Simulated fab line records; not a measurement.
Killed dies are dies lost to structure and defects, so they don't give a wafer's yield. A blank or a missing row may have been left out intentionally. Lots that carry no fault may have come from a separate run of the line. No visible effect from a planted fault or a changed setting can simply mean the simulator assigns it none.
Which tool did it? + flow n5_finfet + route of 1938 steps, sampled at 1 step: 12 lots, 36 wafers

WHAT THE GAUGES SHOWED, per wafer
N5_BEOL_M13_THK_MEAS_01.
| lot  | measured     | on            | M13_ILD_THK (nm) |
|------|--------------|---------------|------------------|
| L075 | day 10 19:16 | film_metro-01 | 833 840 857      |
| L078 | day 11 08:56 | film_metro-01 | 837 846 852      |
| L080 | day 11 17:01 | film_metro-01 | 854 842 869      |
| L082 | day 12 17:09 | film_metro-01 | 834 844 849      |
| L083 | day 12 22:59 | film_metro-01 | 830 847 844      |
| L086 | day 13 07:28 | film_metro-01 | 833 844 847      |
| L087 | day 13 21:37 | film_metro-01 | 841 845 836      |
| L088 | day 14 12:25 | film_metro-01 | 825 831 843      |
| L090 | day 14 22:55 | film_metro-01 | 829 846 855      |
| L094 | day 15 16:19 | film_metro-01 | 842 828 851      |
| L095 | day 16 08:34 | film_metro-01 | 844 854 846      |
| L096 | day 16 13:24 | film_metro-01 | 825 841 854      |

TOOL THAT RAN EACH LOT (tool first, then ch and the chambers of the sampled wafers, then the start)
No process step before these readings appears in the record.

THE ANSWER, worked out from the rows above alone
Rule: what is usual is taken from the lots themselves. Put in order of their means at a reading, lots are off if they are a third of the lots or fewer, leave a main group of 4 or more, and stand apart from it by a gap of 3 or more times the standard deviation of the main group's means; of several such gaps the widest counts. Not used: any main group whose means are identical at the precision the tables above print for the reading. Also off: a lot with no number at a reading for which 4 or more lots have one. The other lots that the step has rows for count as sound.
No lot is off on any of the readings shown, so nothing can be concluded from this.

WHAT HAD BEEN PUT IN BY THE SIMULATOR
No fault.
